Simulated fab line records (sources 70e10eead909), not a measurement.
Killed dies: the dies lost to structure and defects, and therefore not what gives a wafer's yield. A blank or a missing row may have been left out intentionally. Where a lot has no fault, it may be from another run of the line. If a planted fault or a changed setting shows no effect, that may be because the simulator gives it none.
Comparing a struck lot with a sound one    flow nand harc    42 steps out of a route of 1302
Sound: these wafers, L134.2, L134.4, L134.6. The struck wafers were L145.2, L145.3, L145.6. Last of all comes the cause.
For every step that has rows: the tool of each side, followed by ch and its chambers, followed by its first start. Under that, the readings that differ: sound wafers    struck wafers    difference of the means    sigmas: that difference in standard deviations of wafers without a fault.
alike: readings whose means differ by less than 2 such deviations, and words and numbers that are the same on both sides. not compared: withheld readings, readings that some wafer has no value for, bounds like >300 that may hide the same value, and numbers for which the record gives no deviation and whose values overlap.
Wherever a step has rows on one side only, a row that says differs or no value, or a row with sigmas, the two part there. When numbers do not overlap yet have no deviation, they are printed without sigmas and do not part them. Lack of a reading on every wafer of one side parts them only where that side has two or more wafers.

first, 4 steps without rows for these wafers: NHARC_A_CONTACT_ETCH_48 (etches the open film in CF4, target depth 39 nm, time 65 s); NHARC_A_CONTACT_ETCH_49 (etches the open film in N2/H2, target depth 260 nm, time 475.3 s); NHARC_A_CONTACT_ETCH_50 (etches the open film in CF4/CHF3, target depth 121 nm, time 60.5 s); NHARC_A_CONTACT_ETCH_51 (etches the open film in O2/COS, target depth 7000 nm, time 1820 s).
NHARC_A_CONTACT_ETCH_111: etches the open film in C4F8/O2/Ar, time 140 s, target depth 700 nm.
  sound on har cap etch-02 ch 0,1, day 25 12:16; struck on har cap etch-03 ch 0,1, day 29 12:39
  not compared: rf hours counter h
then, 3 steps without rows for these wafers: NHARC_A_CONTACT_ETCH_112 (etches the open film in C4F8/O2/Ar, time 190 s, target depth 1850 nm); NHARC_A_CONTACT_ETCH_113 (etches the open film in C4F8/O2/Ar, time 190 s, target depth 1850 nm); NHARC_A_CONTACT_ETCH_114 (etches the open film in C4F8/O2/Ar, time 190 s, target depth 1850 nm).
NHARC_A_CONTACT_ETCH_115: etches the open film in C4F8/O2/Ar, time 190 s, target depth 1850 nm.
  sound on har cap etch-02 ch 0,1, day 25 12:59; struck on har cap etch-03 ch 0,1, day 29 13:22
  not compared: rf hours counter h
then, 3 steps without rows for these wafers: NHARC_A_CONTACT_ETCH_116 (etches the open film in C4F8/O2/Ar, time 190 s, target depth 1850 nm); NHARC_A_CONTACT_ETCH_117 (etches the open film in C4F8/O2/Ar, time 190 s, target depth 1850 nm); NHARC_A_CONTACT_ETCH_118 (etches the open film in C4F8/O2/Ar, time 190 s, target depth 1850 nm).
NHARC_A_CONTACT_ETCH_119: etches the open film in C4F8/O2/Ar, time 190 s, target depth 1850 nm.
  sound on har cap etch-02 ch 0,1, day 25 13:40; struck on har cap etch-03 ch 0,1, day 29 14:02
  not compared: rf hours counter h
then, 3 steps without rows for these wafers: NHARC_A_CONTACT_ETCH_120 (etches the open film in C4F8/O2/Ar, time 190 s, target depth 1850 nm); NHARC_A_CONTACT_ETCH_121 (etches the open film in C4F8/O2/Ar, time 190 s, target depth 1850 nm); NHARC_A_CONTACT_ETCH_122 (etches the open film in C4F8/O2/Ar, time 190 s, target depth 1850 nm).
NHARC_A_CONTACT_ETCH_123: etches the open film in C4F8/O2/Ar, time 490 s, target depth 2110 nm.
  sound on har cap etch-02 ch 0,1, day 25 14:25; struck on har cap etch-03 ch 0,1, day 29 14:47
  not compared: rf hours counter h
NHARC_A_CONTACT_ETCH_90: etches the open film in CH3F/O2, target depth 40 nm, time 85.7 s.
  sound on rie diel-08 ch 1,3, day 25 15:19; struck on rie diel-03 ch 1,3, day 29 15:42
  alike: drypump motor current A, mfc ar sccm, o2 flow sccm, oes product au, rf vpp V, showerhead plenum p Torr, throttle valve pct
  not compared: rf hours counter h
NHARC_A_CONTACT_ETCH_96: etches the open film in C4F6/O2, target depth 20 nm, time 10 s.
  sound on rie diel-08 ch 2,3, day 25 15:28; struck on rie diel-03 ch 1,2
reading       sound              struck             difference  sigmas
rf vpp V (V)  544.9 547.9 542.9  545.9 552.9 553.9  +5.7        +2
  alike: drypump motor current A, mfc ar sccm, o2 flow sccm, oes product au, showerhead plenum p Torr, throttle valve pct
  not compared: rf hours counter h
NHARC_A_CONTACT_CD_MEAS_53:
  sound on cd sem-02, day 25 15:33; struck on cd sem-02, day 29 15:54
  alike: cd nm
then, 18 steps without rows for these wafers: NHARC_A_CONTACT_STRIP_99 (strips in N2/H2); NHARC_A_CONTACT_STRIP_100 (strips in CF4/CHF3); NHARC_A_CONTACT_STRIP_101 (strips in O2/COS); NHARC_A_CONTACT_ETCH_102 (etches the open film in CF4/O2, target depth 100 nm, overetch 10 nm, time 55 s); NHARC_A_CONTACT_STRIP_55 (strips in O2); NHARC_A_CONTACT_STRIP_56 (strips in post etch residue remover, time 600 s); NHARC_A_CONTACT_DEP_57 (deposits aC, target thk 5300 nm); NHARC_A_CONTACT_DEP_58 (deposits SiON, target thk 90 nm); NHARC_A_CONTACT_DEHYDRATE_59 (time 120 s); NHARC_A_CONTACT_HMDS_60 (time 30 s); NHARC_A_CONTACT_COAT_61 (time 75 s); NHARC_A_CONTACT_COAT_62 (time 65 s); NHARC_A_CONTACT_COAT_63 (resist thk 90 nm); NHARC_A_CONTACT_SOFTBAKE_64 (time 55 s); NHARC_A_CONTACT_EBR_65; NHARC_A_CONTACT_EXPOSE_66 (exposes mask A CC 2); NHARC_A_CONTACT_PEB_67 (peb time 65 s); NHARC_A_CONTACT_DEVELOP_68 (develop time 35 s).
NHARC_A_CONTACT_CD_MEAS_69 targets a cd of 300 nm.
  sound on cd sem-01 ch 0, day 25 20:59; struck on cd sem-02 ch 0, day 29 20:52
  alike: cd nm
NHARC_A_CONTACT_OVL_MEAS_70:
  sound on overlay-01, day 25 21:05; struck on overlay-02, day 29 20:58
  alike: overlay x nm, overlay y nm
then, 1 step without rows for these wafers: NHARC_A_CONTACT_DESCUM_74 (chemistry O2, time 3 s).
-- the record jumps here: 3 days lie between the struck wafers' starts before and after (it left off in module A_CONTACT and takes up again in module END, whose first step shown is number 1302 of the route) --
NHARC_END_SORT_01:
  sound on prober-02 ch 0, day 28 10:45; struck on prober-01 ch 0, day 32 09:51
reading          sound     struck      difference  sigmas
killed at array  36 31 35  127 97 138  +87         +5
killed dies      39 32 40  129 99 145  +87         +5
  alike: killed at other, killed at periphery, killed open, killed short

== WHERE THEY PART ==
First at NHARC_A_CONTACT_ETCH_96; last, within this record, at NHARC_END_SORT_01.

WHY: what the simulator had put in
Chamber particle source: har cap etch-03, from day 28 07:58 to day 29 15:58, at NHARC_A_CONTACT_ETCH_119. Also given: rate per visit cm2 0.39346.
